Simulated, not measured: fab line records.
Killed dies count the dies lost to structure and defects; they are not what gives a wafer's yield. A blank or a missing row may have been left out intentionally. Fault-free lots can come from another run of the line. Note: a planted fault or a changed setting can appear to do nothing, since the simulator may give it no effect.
fab line records	flow nand-harc
record: lots: 24	wafers: 72	last-day: 33
route steps=1302 shown A_CONTACT@1039
lots untouched by any fault: they come from a run of this same line in which no faults occurred
start-h: hours from the record's first day to the start of the lot's first wafer shown	wait-h: time in hours since the lot's previous step	" unchanged from the row above	L1.1+2: a row that stands for several wafers	- value missing, or start not given	* or withheld: withheld	< > ~ a bound
route shown NAME@n: names a module that has steps shown in the file, with the first one's number in the route	usual: mean and standard deviation over wafers with no fault	same: alike in all rows	chamber/n: place in a boat	sites: per-site readings	_std_site: standard deviation of those values	_edge_site: inner sites' mean taken away from outer sites' mean	radius-mm: how far each site lies from the wafer's centre	mask NAME#n: copy n	behind: the tool/chamber that last shaped the wafer	hold: cause of the lot's hold/its duration in hours/its outcome	device: the n, p or np transistor that did not switch	end of line: the route-end tests of the same wafers	a step given without rows: its recipe and nothing more	killed: count of dies lost to structure and defects at first sort (not the wafer's yield)	map: dies across one wafer; x = killed, . = not, _ = none there
set.NAME: the setting as run; set.NAME@STEP: as run at that earlier step	model.NAME: the simulator's own value behind a step, which no gauge read
the route's steps for a sample of lots (tables are steps, rows are wafers)
services: when a tool's chamber went out of use (start-h, in hours from the record's first day, below 0 if earlier), for how many hours, and the reason
== steps ==
step: NHARC_A_CONTACT_CD_MEAS_69
recipe: target-cd-nm: 300	landing-energy-ev: 500
usual: cd-nm: 299.8/0.59
lot.wafer	tool	chamber	start-h	wait-h	cd-nm
L074.4	cd-sem-01	0	507.88	-	300.1
L074.5	"	0	"	"	299.5
L074.6	"	0	"	"	299.2
L076.1	cd-sem-02	0	526.36	-	300.4
L076.2	"	0	"	"	300.4
L076.6	"	0	"	"	300.1
L075.3	cd-sem-03	0	526.52	-	300.1
L075.4	"	0	"	"	301.1
L075.6	"	0	"	"	300.0
L077.3	cd-sem-03	0	529.79	-	300.8
L077.5	"	0	"	"	300.4
L077.6	"	0	"	"	300.5
L078.3	cd-sem-02	0	538.85	-	298.9
L078.4	"	0	"	"	298.8
L078.5	"	0	"	"	298.6
L079.2	cd-sem-01	0	545.24	-	300.1
L079.4	"	0	"	"	300.1
L079.5	"	0	"	"	300.2
L080.1	cd-sem-01	0	546.81	-	299.4
L080.2	"	0	"	"	300.8
L080.3	"	0	"	"	300.6
L082.3	cd-sem-01	0	575.82	-	301.4
L082.4	"	0	"	"	299.6
L082.5	"	0	"	"	299.6
L081.1	cd-sem-03	0	577.46	-	299.7
L081.3	"	0	"	"	300.1
L081.5	"	0	"	"	299.7
L085.2	cd-sem-01	0	598.22	-	299.8
L085.5	"	0	"	"	299.5
L085.6	"	0	"	"	299.1
L084.2	cd-sem-03	0	601.01	-	299.3
L084.4	"	0	"	"	298.3
L084.6	"	0	"	"	299.0
L083.3	cd-sem-03	0	612.26	-	300.4
L083.4	"	0	"	"	300.0
L083.6	"	0	"	"	300.2
L086.1	cd-sem-03	0	623.22	-	299.6
L086.2	"	0	"	"	298.9
L086.4	"	0	"	"	299.8
L087.3	cd-sem-02	0	629.48	-	300.1
L087.5	"	0	"	"	299.8
L087.6	"	0	"	"	299.7
L090.3	cd-sem-02	0	655.16	-	300.1
L090.4	"	0	"	"	300.1
L090.6	"	0	"	"	299.7
L091.1	cd-sem-03	0	655.62	-	299.6
L091.2	"	0	"	"	300.2
L091.4	"	0	"	"	299.4
L089.1	cd-sem-03	0	658.38	-	299.9
L089.3	"	0	"	"	300.0
L089.5	"	0	"	"	301.6
L088.3	cd-sem-03	0	661.35	-	299.7
L088.4	"	0	"	"	300.0
L088.5	"	0	"	"	300.2
L092.1	cd-sem-02	0	683.16	-	299.5
L092.3	"	0	"	"	299.6
L092.5	"	0	"	"	299.1
L093.4	cd-sem-02	0	694.15	-	299.2
L093.5	"	0	"	"	299.0
L093.6	"	0	"	"	300.3
L094.1	cd-sem-01	0	697.34	-	300.0
L094.2	"	0	"	"	301.1
L094.3	"	0	"	"	300.7
L095.1	cd-sem-03	0	709.93	-	299.0
L095.4	"	0	"	"	299.3
L095.6	"	0	"	"	299.3
L096.2	cd-sem-03	0	720.88	-	299.0
L096.5	"	0	"	"	299.7
L096.6	"	0	"	"	299.7
L097.2	cd-sem-01	0	727.12	-	299.7
L097.3	"	0	"	"	299.7
L097.5	"	0	"	"	299.1
step: NHARC_A_CONTACT_INSPECT_71
usual: raw-defect-count: 82/41
lot.wafer	tool	chamber	start-h	wait-h	raw-defect-count
L074.4	defect-inspect-01	-	507.99	0.0	54
L074.5	"	-	"	"	64
L074.6	"	-	"	"	59
L076.1	defect-inspect-02	-	526.49	0.0	20
L076.2	"	-	"	"	18
L076.6	"	-	"	"	23
L075.3	defect-inspect-02	-	526.64	0.0	130
L075.4	"	-	"	"	142
L075.6	"	-	"	"	142
L077.3	defect-inspect-01	-	529.91	0.0	67
L077.5	"	-	"	"	55
L077.6	"	-	"	"	63
L078.3	defect-inspect-02	-	538.97	0.0	67
L078.4	"	-	"	"	67
L078.5	"	-	"	"	55
L079.2	defect-inspect-01	-	545.36	0.0	138
L079.4	"	-	"	"	163
L079.5	"	-	"	"	143
L080.1	defect-inspect-02	-	546.93	0.0	19
L080.2	"	-	"	"	28
L080.3	"	-	"	"	22
L082.3	defect-inspect-02	-	575.95	0.0	83
L082.4	"	-	"	"	78
L082.5	"	-	"	"	82
L081.1	defect-inspect-01	-	577.58	0.0	99
L081.3	"	-	"	"	114
L081.5	"	-	"	"	117
L085.2	defect-inspect-02	-	598.34	0.0	131
L085.5	"	-	"	"	122
L085.6	"	-	"	"	115
L084.2	defect-inspect-01	-	601.14	0.0	24
L084.4	"	-	"	"	23
L084.6	"	-	"	"	32
L083.3	defect-inspect-02	-	612.38	0.0	121
L083.4	"	-	"	"	134
L083.6	"	-	"	"	145
L086.1	defect-inspect-01	-	623.34	0.0	25
L086.2	"	-	"	"	18
L086.4	"	-	"	"	16
L087.3	defect-inspect-02	-	629.60	0.0	34
L087.5	"	-	"	"	38
L087.6	"	-	"	"	30
L090.3	defect-inspect-02	-	655.28	0.0	109
L090.4	"	-	"	"	79
L090.6	"	-	"	"	103
L091.1	defect-inspect-01	-	655.74	0.0	51
L091.2	"	-	"	"	38
L091.4	"	-	"	"	60
L089.1	defect-inspect-02	-	658.51	0.0	101
L089.3	"	-	"	"	87
L089.5	"	-	"	"	107
L088.3	defect-inspect-02	-	661.48	0.0	135
L088.4	"	-	"	"	132
L088.5	"	-	"	"	96
L092.1	defect-inspect-01	-	683.28	0.0	114
L092.3	"	-	"	"	117
L092.5	"	-	"	"	132
L093.4	defect-inspect-01	-	694.27	0.0	106
L093.5	"	-	"	"	102
L093.6	"	-	"	"	116
L094.1	defect-inspect-01	-	697.47	0.0	83
L094.2	"	-	"	"	83
L094.3	"	-	"	"	83
L095.1	defect-inspect-02	-	710.05	0.0	88
L095.4	"	-	"	"	78
L095.6	"	-	"	"	95
L096.2	defect-inspect-01	-	721.02	0.1	42
L096.5	"	-	"	"	41
L096.6	"	-	"	"	52
L097.2	defect-inspect-02	-	727.25	0.0	140
L097.3	"	-	"	"	138
L097.5	"	-	"	"	135
step: NHARC_A_CONTACT_ETCH_128
recipe: source-w: withheld	pressure-mtorr: 20	bias-v: 3000	time-s: 197	target-depth-a: 19180	ar-flow-sccm: withheld	c4f8-flow-sccm: withheld	o2-flow-sccm: withheld	chemistry: C4F8/O2/Ar
lot.wafer	tool	chamber	start-h	wait-h	rf-hours-counter-h
L074.4	har-cap-etch-03	0	510.40	0.1	-
L074.5	"	0	"	"	-
L074.6	"	1	"	"	-
L076.1	har-cap-etch-01	0	529.00	0.1	4
L076.2	"	1	"	"	4
L076.6	"	0	"	"	-
L075.3	har-cap-etch-03	1	529.71	0.1	-
L075.4	"	0	"	"	-
L075.6	"	1	"	"	-
L077.3	har-cap-etch-02	0	532.30	0.1	-
L077.5	"	0	"	"	-
L077.6	"	1	"	"	-
L078.4	har-cap-etch-01	0	541.50	0.1	-
L078.3	"	1	"	"	-
L078.5	"	1	"	"	-
L079.2	har-cap-etch-03	1	547.73	0.1	50
L079.4	"	1	"	"	-
L079.5	"	1	"	"	-
L080.2	har-cap-etch-01	0	549.28	0.2	10
L080.1	"	1	"	"	10
L080.3	"	1	"	"	-
L082.4	har-cap-etch-01	0	578.34	0.1	-
L082.3	"	1	"	"	-
L082.5	"	0	"	"	-
L081.1	har-cap-etch-02	1	579.94	0.1	100
L081.3	"	0	"	"	-
L081.5	"	1	"	"	-
L085.2	har-cap-etch-01	0	600.71	0.1	16
L085.6	"	1	"	"	-
L085.5	"	0	"	"	-
L084.2	har-cap-etch-02	0	603.49	0.1	104
L084.4	"	0	"	"	-
L084.6	"	1	"	"	-
L083.3	har-cap-etch-01	0	614.83	0.1	-
L083.4	"	1	"	"	-
L083.6	"	1	"	"	-
L086.2	har-cap-etch-01	1	625.67	0.1	21
L086.1	"	0	"	"	21
L086.4	"	0	"	"	-
L087.3	har-cap-etch-02	1	632.38	0.1	-
L087.6	"	0	"	"	-
L087.5	"	1	"	"	-
L090.4	har-cap-etch-03	1	657.69	0.1	-
L090.3	"	0	"	"	-
L090.6	"	1	"	"	-
L091.1	har-cap-etch-01	0	658.13	0.1	27
L091.2	"	1	"	"	27
L091.4	"	0	"	"	-
L089.1	har-cap-etch-02	1	660.90	0.1	116
L089.3	"	1	"	"	-
L089.5	"	0	"	"	-
L088.3	har-cap-etch-03	0	663.86	0.1	-
L088.4	"	1	"	"	-
L088.5	"	0	"	"	-
L092.1	har-cap-etch-03	0	685.66	0.2	74
L092.3	"	1	"	"	-
L092.5	"	0	"	"	-
L093.4	har-cap-etch-01	0	696.66	0.1	-
L093.5	"	0	"	"	-
L093.6	"	1	"	"	-
L094.2	har-cap-etch-02	1	699.80	0.1	123
L094.1	"	0	"	"	123
L094.3	"	1	"	"	-
L095.1	har-cap-etch-01	1	713.96	0.1	37
L095.4	"	0	"	"	-
L095.6	"	0	"	"	-
L096.2	har-cap-etch-03	0	723.59	0.2	81
L096.5	"	0	"	"	-
L096.6	"	1	"	"	-
L097.2	har-cap-etch-02	1	729.62	0.1	128
L097.3	"	1	"	"	-
L097.5	"	0	"	"	-
step: NHARC_A_CONTACT_ETCH_132
recipe: source-w: withheld	pressure-mtorr: 20	bias-v: 3000	time-s: 197	target-depth-a: 19240	ar-flow-sccm: withheld	c4f8-flow-sccm: withheld	o2-flow-sccm: withheld	chemistry: C4F8/O2/Ar
lot.wafer	tool	chamber	start-h	wait-h	rf-hours-counter-h
L074.4	har-cap-etch-03	0	511.10	0.1	-
L074.5	"	0	"	"	-
L074.6	"	1	"	"	-
L076.1	har-cap-etch-01	0	529.70	0.1	5
L076.2	"	1	"	"	5
L076.6	"	0	"	"	-
L075.3	har-cap-etch-03	1	530.42	0.1	-
L075.4	"	0	"	"	-
L075.6	"	1	"	"	-
L077.3	har-cap-etch-02	0	533.01	0.1	-
L077.5	"	0	"	"	-
L077.6	"	1	"	"	-
L078.4	har-cap-etch-01	0	542.21	0.1	-
L078.3	"	1	"	"	-
L078.5	"	1	"	"	-
L079.2	har-cap-etch-03	1	548.44	0.1	51
L079.4	"	1	"	"	-
L079.5	"	1	"	"	-
L080.2	har-cap-etch-01	0	549.99	0.1	11
L080.1	"	1	"	"	11
L080.3	"	1	"	"	-
L082.4	har-cap-etch-01	0	579.04	0.1	-
L082.3	"	1	"	"	-
L082.5	"	0	"	"	-
L081.1	har-cap-etch-02	1	580.65	0.1	101
L081.3	"	0	"	"	-
L081.5	"	1	"	"	-
L085.2	har-cap-etch-01	0	601.41	0.1	17
L085.6	"	1	"	"	-
L085.5	"	0	"	"	-
L084.2	har-cap-etch-02	0	604.19	0.1	105
L084.4	"	0	"	"	-
L084.6	"	1	"	"	-
L083.3	har-cap-etch-01	0	615.54	0.1	-
L083.4	"	1	"	"	-
L083.6	"	1	"	"	-
L086.2	har-cap-etch-01	1	626.38	0.1	22
L086.1	"	0	"	"	22
L086.4	"	0	"	"	-
L087.3	har-cap-etch-02	1	633.09	0.1	-
L087.6	"	0	"	"	-
L087.5	"	1	"	"	-
L090.4	har-cap-etch-03	1	658.40	0.1	-
L090.3	"	0	"	"	-
L090.6	"	1	"	"	-
L091.1	har-cap-etch-01	0	658.84	0.1	27
L091.2	"	1	"	"	27
L091.4	"	0	"	"	-
L089.1	har-cap-etch-02	1	661.60	0.1	117
L089.3	"	1	"	"	-
L089.5	"	0	"	"	-
L088.3	har-cap-etch-03	0	664.56	0.1	-
L088.4	"	1	"	"	-
L088.5	"	0	"	"	-
L092.1	har-cap-etch-03	0	686.37	0.1	74
L092.3	"	1	"	"	-
L092.5	"	0	"	"	-
L093.4	har-cap-etch-01	0	697.37	0.1	-
L093.5	"	0	"	"	-
L093.6	"	1	"	"	-
L094.2	har-cap-etch-02	1	700.50	0.1	123
L094.1	"	0	"	"	123
L094.3	"	1	"	"	-
L095.1	har-cap-etch-01	1	714.67	0.1	38
L095.4	"	0	"	"	-
L095.6	"	0	"	"	-
L096.2	har-cap-etch-03	0	724.53	0.2	82
L096.5	"	0	"	"	-
L096.6	"	1	"	"	-
L097.2	har-cap-etch-02	1	730.32	0.1	129
L097.3	"	1	"	"	-
L097.5	"	0	"	"	-
step: NHARC_A_CONTACT_ETCH_88
recipe: target-depth-a: 390	over-etch-frac: 0.3	time-s: 65	ion-energy-ev: 80	cf4-flow-sccm: 150	ar-flow-sccm: 0	rf-w: 300	bias-w: 100	chemistry: CF4
usual: bias-w: 100.0/0.32	drypump-motor-current-A: 5.71/0.16	oes-product-au: 1.002/0.012	rf-vpp-V: 150.6/1.2	showerhead-plenum-p-Torr: 1.72/0.074	throttle-valve-pct: 13.284/0.01
same: over-etch-frac: 0.3
lot.wafer	tool	chamber	start-h	wait-h	bias-w	drypump-motor-current-A	oes-product-au	rf-hours-counter-h	rf-vpp-V	showerhead-plenum-p-Torr	throttle-valve-pct
L074.4	rie-diel-10	2	519.67	0.1	100.0	5.88	1.007	16	150.2	1.65	13.264
L074.6	"	0	"	"	100.0	5.60	1.019	-	151.3	1.68	13.282
L074.5	"	1	"	"	100.2	5.63	1.001	-	151.9	1.82	13.289
L076.1	rie-diel-10	1	538.32	0.1	100.6	5.63	1.004	17	151.2	1.82	13.263
L076.2	"	2	"	"	99.9	5.85	1.015	19	147.8	1.65	13.290
L076.6	"	0	"	"	100.3	5.61	1.014	-	150.7	1.68	13.281
L075.3	rie-diel-10	0	539.68	0.1	100.1	5.62	1.017	18	149.5	1.68	13.285
L075.4	"	2	"	"	100.7	5.87	1.014	20	150.2	1.65	13.303
L075.6	"	0	"	"	100.1	5.63	1.015	-	151.0	1.68	13.278
L077.3	rie-diel-10	0	540.20	0.1	100.3	5.63	1.014	18	150.4	1.68	13.277
L077.5	"	0	"	"	100.2	5.64	1.023	-	150.5	1.68	13.293
L077.6	"	1	"	"	100.0	5.59	0.995	-	152.7	1.82	13.278
L078.3	rie-diel-10	3	548.82	0.1	100.0	5.79	1.029	22	148.9	1.69	13.290
L078.4	"	0	"	"	99.5	5.58	1.023	21	150.3	1.68	13.288
L078.5	"	3	"	"	100.2	5.80	1.023	-	150.0	1.69	13.288
L079.4	rie-diel-10	0	553.26	0.1	99.4	5.68	1.007	22	150.9	1.68	13.294
L079.2	"	2	"	"	100.2	5.88	1.006	23	150.7	1.65	13.284
L079.5	"	0	"	"	99.4	5.61	1.022	-	150.1	1.68	13.265
L080.3	rie-diel-10	0	555.51	0.1	100.0	5.60	1.010	22	150.4	1.68	13.275
L080.2	"	1	"	"	99.6	5.60	1.008	23	152.1	1.82	13.297
L080.1	"	3	"	"	100.0	5.81	1.012	23	149.8	1.69	13.281
L082.3	rie-diel-10	0	584.05	0.1	99.9	5.64	1.018	25	149.9	1.68	13.278
L082.4	"	1	"	"	100.2	5.65	1.011	25	151.1	1.82	13.288
L082.5	"	1	"	"	100.5	5.64	1.012	-	152.0	1.82	13.281
L081.3	rie-diel-10	2	587.24	0.1	100.3	5.86	1.016	26	148.3	1.65	13.277
L081.1	"	3	"	"	100.0	5.80	1.016	26	150.2	1.69	13.290
L081.5	"	0	"	"	100.0	5.66	1.019	-	149.2	1.67	13.284
L085.2	rie-diel-10	3	609.12	0.1	100.1	5.82	1.000	0	151.0	1.69	13.278
L085.5	"	1	"	"	99.9	5.62	0.983	-	151.9	1.82	13.271
L085.6	"	2	"	"	99.5	5.87	0.985	-	148.3	1.65	13.270
L084.4	rie-diel-10	3	611.63	0.1	99.7	5.82	1.015	1	150.6	1.68	13.287
L084.2	"	0	"	"	99.9	5.62	1.000	0	151.1	1.67	13.292
L084.6	"	3	"	"	100.3	5.80	1.008	-	149.5	1.69	13.285
L083.3	rie-diel-10	3	623.03	0.1	99.7	5.81	1.001	3	151.4	1.68	13.271
L083.4	"	0	"	"	100.0	5.59	0.999	2	150.1	1.67	13.289
L083.6	"	2	"	"	100.5	5.91	0.984	-	151.4	1.64	13.286
L086.4	rie-diel-10	1	631.44	0.1	100.1	5.61	1.000	4	152.5	1.82	13.289
L086.2	"	3	"	"	100.2	5.85	0.995	5	149.5	1.68	13.286
L086.1	"	0	"	"	99.9	5.58	0.999	4	149.7	1.67	13.292
L087.3	rie-diel-10	1	638.00	0.1	99.9	5.63	0.996	5	152.4	1.81	13.273
L087.6	"	0	"	"	100.2	5.63	0.994	-	150.1	1.67	13.277
L087.5	"	1	"	"	100.2	5.60	0.987	-	152.5	1.81	13.297
L090.3	rie-diel-10	1	663.36	0.1	99.8	5.59	0.987	11	152.7	1.81	13.281
L090.4	"	3	"	"	100.5	5.81	0.990	13	149.8	1.68	13.271
L090.6	"	1	"	"	99.5	5.63	0.990	-	151.4	1.81	13.286
L091.4	rie-diel-07	3	663.74	0.1	100.0	5.86	1.011	1	151.1	1.81	13.275
L091.2	"	0	"	"	99.4	5.12	1.002	1	151.2	1.73	13.298
L091.1	"	1	"	"	100.2	6.05	0.997	1	152.0	1.73	13.290
L089.3	rie-diel-10	3	669.37	0.1	99.8	5.80	1.001	13	150.0	1.68	13.294
L089.1	"	2	"	"	99.1	5.87	0.997	13	150.2	1.64	13.287
L089.5	"	0	"	"	99.7	5.62	0.997	-	150.3	1.67	13.277
L088.4	rie-diel-10	1	676.87	0.1	100.1	5.62	1.002	13	151.3	1.81	13.276
L088.3	"	2	"	"	100.2	5.88	0.988	13	148.2	1.64	13.290
L088.5	"	1	"	"	100.5	5.63	0.995	-	150.4	1.81	13.289
L092.1	rie-diel-07	2	691.08	0.1	100.7	5.63	0.984	12	152.3	1.91	13.296
L092.3	"	0	"	"	100.3	5.14	0.981	9	150.2	1.73	13.301
L092.5	"	1	"	"	100.3	5.98	1.009	-	151.0	1.73	13.301
L093.6	rie-diel-10	1	703.21	0.1	100.3	5.63	0.979	-	151.3	1.81	13.273
L093.5	"	2	"	"	100.6	5.85	0.985	-	147.9	1.64	13.290
L093.4	"	0	"	"	100.0	5.62	0.986	-	150.3	1.67	13.289
L094.3	rie-diel-07	3	705.37	0.1	99.9	5.85	1.020	12	150.4	1.80	13.276
L094.2	"	0	"	"	99.3	5.13	1.000	11	150.8	1.73	13.290
L094.1	"	2	"	"	99.3	5.66	0.998	15	153.8	1.90	13.266
L095.1	rie-diel-10	0	719.39	0.1	99.7	5.59	0.994	21	149.1	1.67	13.299
L095.4	"	1	"	"	100.0	5.62	0.996	22	149.9	1.81	13.283
L095.6	"	1	"	"	100.1	5.58	0.990	-	150.5	1.81	13.267
L096.2	rie-diel-10	0	735.40	0.1	99.6	5.63	0.987	24	151.6	1.67	13.266
L096.6	"	2	"	"	100.1	5.86	0.998	-	149.9	1.64	13.280
L096.5	"	3	"	"	100.2	5.81	0.997	-	149.2	1.68	13.286
L097.3	rie-diel-10	3	738.07	0.1	100.0	5.78	1.006	25	151.0	1.68	13.300
L097.2	"	2	"	"	99.8	5.90	0.990	26	150.5	1.64	13.290
L097.5	"	3	"	"	100.1	5.77	0.993	-	149.4	1.68	13.288
step: NHARC_A_CONTACT_ETCH_98
recipe: target-depth-a: 200	over-etch-frac: 0.5	time-s: 10	ion-energy-ev: 250	c4f6-flow-sccm: 25	o2-flow-sccm: 20	ar-flow-sccm: 500	rf-w: 600	bias-w: 500	chemistry: C4F6/O2
usual: bias-w: 499.7/1.6	drypump-motor-current-A: 5.9/0.34	o2-flow-sccm: 20.00/0.061	oes-product-au: 0.951/0.016	rf-vpp-V: 544.7/2.8	showerhead-plenum-p-Torr: 3.82/0.13	throttle-valve-pct: 26.903/0.0089
same: over-etch-frac: 0.5
lot.wafer	tool	chamber	start-h	wait-h	bias-w	drypump-motor-current-A	o2-flow-sccm	oes-product-au	rf-hours-counter-h	rf-vpp-V	showerhead-plenum-p-Torr	throttle-valve-pct
L074.4	rie-diel-01	1	-	-	499.1	6.5	19.95	0.943	43	543.8	3.81	26.904
L074.5	"	0	"	"	497.8	5.7	20.06	0.934	-	546.9	3.90	26.896
L074.6	"	1	"	"	500.6	6.5	19.93	0.943	-	545.4	3.81	26.924
L076.1	rie-diel-01	1	-	-	496.2	6.5	19.89	0.942	54	543.9	3.80	26.901
L076.2	"	3	"	"	498.3	6.5	20.08	0.945	47	546.1	3.91	26.910
L076.6	"	1	"	"	500.7	6.5	19.96	0.924	-	545.3	3.80	26.913
L075.4	rie-diel-01	1	-	-	499.0	6.5	19.96	0.957	55	544.9	3.80	26.899
L075.3	"	2	"	"	501.6	6.0	20.01	0.936	53	543.5	3.77	26.906
L075.6	"	0	"	"	500.5	5.7	20.02	0.960	-	546.0	3.90	26.908
L077.3	rie-diel-07	2	-	-	499.9	5.7	20.02	0.979	22	541.8	3.68	26.912
L077.5	"	3	"	"	498.5	5.9	19.95	0.979	-	547.8	4.03	26.896
L077.6	"	0	"	"	501.0	5.1	19.97	0.950	-	545.5	3.86	26.903
L078.3	rie-diel-01	1	-	-	499.2	6.5	19.96	0.969	56	544.7	3.80	26.890
L078.4	"	3	"	"	502.1	6.5	20.03	0.970	49	546.2	3.91	26.902
L078.5	"	0	"	"	495.5	5.7	19.99	0.965	-	545.1	3.90	26.893
L079.4	rie-diel-01	1	-	-	498.3	6.5	20.05	0.948	57	543.7	3.80	26.907
L079.2	"	2	"	"	498.3	6.0	20.02	0.947	55	543.3	3.77	26.898
L079.5	"	1	"	"	500.4	6.5	20.09	0.933	-	545.9	3.80	26.912
L080.1	rie-diel-10	1	-	-	501.4	5.7	20.08	0.953	23	549.8	4.03	26.901
L080.3	"	3	"	"	499.7	5.8	20.01	0.963	24	543.0	3.74	26.890
L080.2	"	0	"	"	497.9	5.6	20.04	0.957	23	542.9	3.72	26.899
L082.4	rie-diel-10	1	-	-	499.8	5.6	19.93	0.965	25	549.5	4.03	26.904
L082.3	"	2	"	"	499.1	5.9	19.91	0.960	26	541.2	3.66	26.910
L082.5	"	1	"	"	502.6	5.7	20.00	0.963	-	547.6	4.03	26.895
L081.1	rie-diel-10	1	-	-	501.7	5.6	19.96	0.966	27	549.1	4.03	26.895
L081.3	"	2	"	"	498.0	5.9	20.03	0.951	28	540.6	3.66	26.902
L081.5	"	1	"	"	501.3	5.6	20.00	0.961	-	548.7	4.03	26.895
L085.2	rie-diel-01	3	-	-	502.0	6.5	20.00	0.954	15	545.2	3.90	26.880
L085.6	"	1	"	"	497.9	6.5	20.03	0.958	-	544.0	3.79	26.893
L085.5	"	2	"	"	499.2	6.0	19.96	0.957	-	542.7	3.77	26.911
L084.4	rie-diel-10	2	-	-	499.0	5.9	19.93	0.931	1	541.4	3.66	26.900
L084.2	"	0	"	"	500.6	5.7	20.02	0.949	1	542.0	3.72	26.902
L084.6	"	2	"	"	499.2	5.9	19.99	0.925	-	541.1	3.66	26.903
L083.3	rie-diel-10	2	-	-	499.8	5.9	19.85	0.945	3	541.6	3.65	26.905
L083.4	"	0	"	"	500.2	5.6	20.04	0.945	3	542.4	3.72	26.911
L083.6	"	3	"	"	499.6	5.8	19.87	0.944	-	543.1	3.74	26.914
L086.4	rie-diel-07	3	-	-	502.1	5.9	19.96	0.962	47	548.7	4.01	26.914
L086.1	"	0	"	"	500.3	5.1	20.04	0.951	38	545.7	3.85	26.911
L086.2	"	1	"	"	500.0	6.1	19.97	0.938	47	546.2	3.86	26.900
L087.3	rie-diel-10	1	-	-	501.3	5.6	20.08	0.966	5	547.1	4.02	26.913
L087.5	"	0	"	"	498.9	5.7	20.02	0.959	-	542.0	3.72	26.892
L087.6	"	1	"	"	499.5	5.6	20.05	0.970	-	549.7	4.02	26.922
L090.3	rie-diel-10	1	-	-	496.9	5.7	20.00	0.928	12	548.4	4.02	26.895
L090.4	"	2	"	"	499.7	5.9	19.95	0.942	13	540.2	3.65	26.890
L090.6	"	1	"	"	498.7	5.7	19.95	0.923	-	548.8	4.02	26.900
L091.2	rie-diel-01	0	-	-	502.4	5.7	20.04	0.949	37	546.6	3.87	26.900
L091.4	"	1	"	"	502.5	6.5	19.96	0.955	35	544.6	3.78	26.893
L091.1	"	3	"	"	496.4	6.5	19.99	0.953	37	544.7	3.88	26.922
L089.3	rie-diel-10	2	-	-	501.9	5.9	20.04	0.922	13	541.1	3.65	26.910
L089.1	"	3	"	"	497.7	5.8	20.00	0.930	14	544.1	3.73	26.920
L089.5	"	1	"	"	501.5	5.6	19.95	0.943	-	548.9	4.02	26.917
L088.4	rie-diel-01	1	-	-	500.5	6.5	20.00	0.951	36	544.1	3.78	26.919
L088.3	"	2	"	"	499.6	6.0	20.00	0.961	28	543.6	3.76	26.913
L088.5	"	1	"	"	502.2	6.5	19.97	0.960	-	543.7	3.78	26.893
L092.1	rie-diel-10	3	-	-	501.8	5.8	20.14	0.945	17	543.1	3.73	26.908
L092.3	"	0	"	"	499.7	5.7	19.96	0.927	17	542.8	3.71	26.906
L092.5	"	2	"	"	499.6	5.9	19.94	0.930	-	541.6	3.65	26.904
L093.5	rie-diel-10	0	707.13	0.1	502.4	5.6	20.06	0.946	-	542.1	3.71	26.904
L093.4	"	1	"	"	499.6	5.7	20.06	0.938	-	549.2	4.02	26.920
L093.6	"	2	"	"	498.4	5.9	20.08	0.944	-	541.8	3.65	26.910
L094.3	rie-diel-10	1	708.42	0.1	496.6	5.6	19.98	0.938	18	546.8	4.02	26.909
L094.2	"	2	"	"	499.0	5.9	19.99	0.937	19	539.4	3.65	26.896
L094.1	"	0	"	"	503.1	5.6	20.10	0.947	20	542.6	3.71	26.906
L095.4	rie-diel-01	2	-	-	502.6	6.0	20.12	0.944	43	543.4	3.75	26.906
L095.1	"	0	"	"	500.4	5.7	19.96	0.964	55	546.5	3.86	26.911
L095.6	"	1	"	"	502.8	6.5	20.06	0.960	-	543.7	3.77	26.886
L096.2	rie-diel-07	2	-	-	500.4	5.7	20.02	0.993	24	552.7	4.21	26.899
L096.5	"	2	"	"	500.8	5.7	20.04	0.994	-	553.4	4.21	26.906
L096.6	"	3	"	"	497.1	5.9	20.06	1.001	-	548.7	3.99	26.907
L097.2	rie-diel-10	2	-	-	499.0	5.9	19.99	0.953	26	539.6	3.64	26.907
L097.3	"	1	"	"	499.5	5.6	19.94	0.941	26	548.9	4.01	26.891
L097.5	"	2	"	"	500.5	5.9	19.89	0.942	-	540.4	3.64	26.895
== services ==
tool	chamber	start-h	hours	kind
har-cap-etch-01	-	497.00	17.0	pm
rie-diel-10	0	502.46	-	clean
rie-diel-10	1	502.46	-	clean
rie-diel-10	2	502.46	-	clean
rie-diel-10	3	502.46	-	clean
har-cap-etch-02	-	522.58	0.5	repair
rie-diel-10	0	526.96	-	clean
rie-diel-10	1	526.96	-	clean
rie-diel-10	2	526.96	-	clean
rie-diel-10	3	526.96	-	clean
rie-diel-10	-	542.03	2.6	repair
rie-diel-10	0	551.54	-	clean
rie-diel-10	1	551.54	-	clean
rie-diel-10	2	551.54	-	clean
rie-diel-10	3	551.54	-	clean
rie-diel-10	0	576.04	-	clean
rie-diel-10	-	596.96	9.0	pm
rie-diel-01	2	619.29	19.1	repair
rie-diel-07	-	649.89	9.0	pm
har-cap-etch-02	-	663.10	0.2	repair
rie-diel-01	-	693.68	0.3	repair
rie-diel-10	3	702.51	7.9	repair
rie-diel-10	0	709.55	4.3	repair
rie-diel-01	-	739.74	9.0	pm
== key ==
fault none
